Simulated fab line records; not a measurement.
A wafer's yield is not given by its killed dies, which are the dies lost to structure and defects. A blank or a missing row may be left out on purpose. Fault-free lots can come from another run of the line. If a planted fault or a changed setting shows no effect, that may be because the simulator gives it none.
A lot that was struck, set against a sound lot | flow n5_finfet | 35 out of 1938 route steps
Sound: the wafers L140.2, L140.4, L140.6. Wafers L146.2, L146.4, L146.6 were the ones struck. At the end, the cause is stated.
For every step that has rows: the tool of each side, followed by ch and its chambers, followed by its first start. Under that, the readings that differ: sound wafers | struck wafers | difference of the means | sigmas: that difference in standard deviations of wafers without a fault.
alike: same words and numbers on both sides, and readings whose means sit less than 2 such deviations apart. not compared: any withheld reading, any reading some wafer has no value for, any bound like >300 that may hide the same value, and any number with overlapping values for which the record gives no deviation.
Wherever a step has rows on one side only, a row that says differs or no value, or a row with sigmas, the two part there. Numbers that don't overlap but have no deviation are shown without sigmas and don't part them. A reading missing from all wafers of one side parts the sides only when that side holds two or more wafers.

first, 12 steps without rows for these wafers: N5_SD_EPI_P_ETCH_37 (etches SOC in N2/H2, overetch 108 nm, time 486 s); N5_SD_EPI_P_STRIP_38 (strips in N2/H2); N5_SD_EPI_P_ETCHBACK_46 (etches SiNx in CH3F/O2, stops on SiO2, target depth 17.5 nm); N5_SD_EPI_P_ETCH_47 (etches SiOCN in CH3F/O2, target depth 25 nm); N5_SD_EPI_P_ETCH_16 (etches SiO2 in CHF3/O2, target depth 5 nm); N5_SD_EPI_P_STRIP_50 (strips in CHF3/O2); N5_SD_EPI_P_SD_RECESS_17 (chemistry HBr/Cl2/O2, target depth 39.1 nm, bt time 3 s); N5_SD_EPI_P_WET_ETCH_45 (etches SiO2 in dHF, time 10.7 s, target depth 2 nm, rinse time 30 s); N5_SD_EPI_P_STRIP_40 (strips in N2/H2); N5_SD_EPI_P_PRECLEAN_52 (cleans in O3/DIW, time 60 s); N5_SD_EPI_P_SRD_20 (time 30 s); N5_SD_EPI_P_PRECLEAN_51 (cleans in NF3:NH3, afs cycles 1, time 20 s, sublimation time 60 s).
N5_SD_EPI_P_VAPOR_ETCH_44: etches SiGe30 in NF3/Ar, time 3.3 s.
  sound on epi_rpcvd-02 ch 0, day 3 13:26; struck on epi_rpcvd-03 ch 0, day 5 00:06
then, 20 steps without rows for these wafers: N5_SD_EPI_P_EPI_21 (deposits SiGe:B, time 355 s); N5_SD_EPI_P_HM_STRIP_48 (strips SiNx in H3PO4, material SiNx, target depth 3 nm); N5_SD_EPI_P_SRD_49 (time 30 s); N5_SD_EPI_P_PRECLEAN_24 (cleans in O3/DIW, time 45 s); N5_SD_EPI_P_PRECLEAN_32 (cleans in dHF, time 10 s); N5_SD_EPI_P_PRECLEAN_33 (cleans in SC2, time 45 s); N5_SD_EPI_P_SRD_25 (time 30 s); N5_SD_ACTIVATION_RTA_00 (time 0 s); N5_SD_ACTIVATION_LSA_01 (time 0.0008 s); N5_ILD0_LINER_00 (material SiNx, target thk 4 nm, pulse time 1 s, purge time 2 s); N5_ILD0_FCVD_FILL_01 (material SiO2 flowable, target thk 200 nm, time 328.3 s); N5_ILD0_CURE_02 (time 1800 s); N5_ILD0_CMP_03 (polishes, stops on SiNx, t overpolish 1.9 s, target thk 197.38 nm); N5_ILD0_CMP_07 (polishes SiO2 flowable, stops on poly-Si, t overpolish 1.18 s, target thk 138.88 nm); N5_ILD0_PRECLEAN_10 (cleans in NF3:NH3, afs cycles 5, time 20 s, sublimation time 60 s); N5_ILD0_ALD_15 (deposits SiNx, target thk 24 nm, pulse time 1 s, ald cycles 480); N5_ILD0_CMP_12 (polishes SiNx, stops on poly-Si, t overpolish 6 s, target thk 17.67 nm); N5_SDB_HM_DEP_00 (deposits SiNx from SiH4/NH3/N2, target thk 40 nm, time 35.3 s); N5_SDB_COAT_03 (time 60 s, resist thk 100 nm); N5_SDB_COAT_04 (time 60 s, resist thk 18 nm).
-- the record jumps here: 5 days lie between the struck wafers' starts before and after (it left off in module SDB and takes up again in module BEOL_M4, whose first step shown is number 1111 of the route) --
N5_BEOL_M4_RC_MEAS_101:
  sound on prober-02 ch 0, day 8 09:34; struck on prober-01 ch 0, day 9 15:56
  no value came back on the struck wafers for any of 5 readings (DIBL_P (mV/V), IOFF_P (nA/um) and others); on the sound wafers DIBL_P (mV/V) reads 35.8 38.2 37.8
  alike: DIBL_N, IOFF_N, ION_N, SS_N, VT_N
-- record jumps: 5 days separate the struck wafers' starts on either side; left off in module BEOL_M4, taken up again in module PASSIVATION, whose first shown step is the route's number 1936 --
N5_PASSIVATION_PROBE_49:
  struck on prober-01, day 14 04:43; sound on prober-01, day 12 10:43
  reading                | sound          | struck            | difference | sigmas
  sort_bin_4_leakage (%) | 0 0 0          | 91.95 92.29 89.83 | +91.36     |
  sort_n_pass            | 1067 1108 1099 | 0 0 0             | -1091      | -64
  sort_yield_pct (%)     | 90.4 93.9 93.1 | 0 0 0             | -92        | -62
  alike: defect_limited_yield, killed_at_M0_to_M3, killed_at_M4_up, killed_at_contacts, killed_at_front_end, killed_at_other, killed_dies, killed_open, killed_short, sort_bin_5_function, sort_bin_6_memory

## WHERE THEY PART
Last at N5_PASSIVATION_PROBE_49 as far as this record goes, first at N5_BEOL_M4_RC_MEAS_101.

WHY: what the simulator had put in
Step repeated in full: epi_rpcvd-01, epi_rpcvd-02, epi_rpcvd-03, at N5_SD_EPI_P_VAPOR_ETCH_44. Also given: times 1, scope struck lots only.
